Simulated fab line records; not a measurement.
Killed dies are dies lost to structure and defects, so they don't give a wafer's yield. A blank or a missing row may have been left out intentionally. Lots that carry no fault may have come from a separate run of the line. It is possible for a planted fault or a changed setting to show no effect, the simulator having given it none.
Matching of chambers / flow nand-harc / 4 sister chambers for NHARC_A_CHANNEL_FILL_D2_ETCHBACK_20 on rie-diel-06
The step etches the open film in C4F8/O2/Ar, target depth 27 nm, time 13.5 s. 16 wafers are shown with their chamber, then 8 later ones without.

## WAFERS PAIRED WITH THEIR CHAMBERS
wafer=L076.2; chamber=3; rf-vpp-V (V)=974; bias-w (W)=1493; oes-product-au (a.u.)=0.932
wafer=L076.4; chamber=1; rf-vpp-V (V)=977; bias-w (W)=1501; oes-product-au (a.u.)=0.932
wafer=L076.5; chamber=3; rf-vpp-V (V)=973; bias-w (W)=1495; oes-product-au (a.u.)=0.942
wafer=L077.1; chamber=1; rf-vpp-V (V)=979; bias-w (W)=1495; oes-product-au (a.u.)=0.989
wafer=L077.3; chamber=0; rf-vpp-V (V)=985; bias-w (W)=1510; oes-product-au (a.u.)=1.003
wafer=L077.5; chamber=2; rf-vpp-V (V)=976; bias-w (W)=1498; oes-product-au (a.u.)=0.992
wafer=L080.1; chamber=2; rf-vpp-V (V)=977; bias-w (W)=1497; oes-product-au (a.u.)=0.998
wafer=L080.3; chamber=3; rf-vpp-V (V)=975; bias-w (W)=1497; oes-product-au (a.u.)=1.010
wafer=L080.5; chamber=0; rf-vpp-V (V)=984; bias-w (W)=1499; oes-product-au (a.u.)=1.001
wafer=L083.1; chamber=1; rf-vpp-V (V)=979; bias-w (W)=1496; oes-product-au (a.u.)=1.001
wafer=L083.2; chamber=2; rf-vpp-V (V)=977; bias-w (W)=1500; oes-product-au (a.u.)=0.983
wafer=L083.3; chamber=3; rf-vpp-V (V)=974; bias-w (W)=1504; oes-product-au (a.u.)=1.002
wafer=L088.2; chamber=3; rf-vpp-V (V)=973; bias-w (W)=1494; oes-product-au (a.u.)=0.983
wafer=L088.3; chamber=2; rf-vpp-V (V)=978; bias-w (W)=1499; oes-product-au (a.u.)=0.968
wafer=L088.5; chamber=3; rf-vpp-V (V)=973; bias-w (W)=1503; oes-product-au (a.u.)=0.985
wafer=L090.2; chamber=2; rf-vpp-V (V)=977; bias-w (W)=1500; oes-product-au (a.u.)=1.001

SIGNATURES (means of the wafers above)
reading=rf-vpp-V; chamber 0=984.50; chamber 1=978.33; chamber 2=977.00; chamber 3=973.67; scatter within a chamber=0.842
reading=bias-w; chamber 0=1504.50; chamber 1=1497.33; chamber 2=1498.80; chamber 3=1497.67; scatter within a chamber=4.08
reading=oes-product-au; chamber 0=1.00200; chamber 1=0.97400; chamber 2=0.98840; chamber 3=0.97567; scatter within a chamber=0.0266
Rule: for a wafer and a chamber, the distance is found by dividing, reading by reading, the gap between the wafer's reading and the chamber's mean by the reading's scatter, squaring, summing and taking the root. The wafer belongs to the nearest chamber; if the next one is less than 2 further off, it can't be placed. The scatter is the square root of a quotient: the sum, over the shown wafers, of each reading's squared deviation from its chamber's mean, divided by wafers minus chambers.

## WAFERS WITHOUT THEIR CHAMBER
wafer=L090.3; rf-vpp-V (V)=985; bias-w (W)=1502; oes-product-au (a.u.)=0.991
wafer=L090.5; rf-vpp-V (V)=979; bias-w (W)=1498; oes-product-au (a.u.)=1.011
wafer=L093.1; rf-vpp-V (V)=974; bias-w (W)=1493; oes-product-au (a.u.)=1.011
wafer=L093.2; rf-vpp-V (V)=976; bias-w (W)=1494; oes-product-au (a.u.)=1.003
wafer=L093.3; rf-vpp-V (V)=986; bias-w (W)=1498; oes-product-au (a.u.)=1.001
wafer=L096.1; rf-vpp-V (V)=979; bias-w (W)=1499; oes-product-au (a.u.)=0.939
wafer=L096.3; rf-vpp-V (V)=974; bias-w (W)=1502; oes-product-au (a.u.)=0.934
wafer=L096.6; rf-vpp-V (V)=978; bias-w (W)=1492; oes-product-au (a.u.)=0.940

## WHICH CHAMBER EACH ONE RAN IN
wafer=L090.3; from the rows above=0; in truth=0
wafer=L090.5; from the rows above=can't be placed: 1 or 2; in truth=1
wafer=L093.1; from the rows above=3; in truth=3
wafer=L093.2; from the rows above=can't be placed: 2 or 1 or 3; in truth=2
wafer=L093.3; from the rows above=0; in truth=0
wafer=L096.1; from the rows above=can't be placed: 1 or 2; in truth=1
wafer=L096.3; from the rows above=3; in truth=3
wafer=L096.6; from the rows above=can't be placed: 1 or 2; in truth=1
4 of 8 placed correctly. From these rows, 4 cannot be placed; in 4 the true chamber is one of the candidates. 0 placed wrongly.
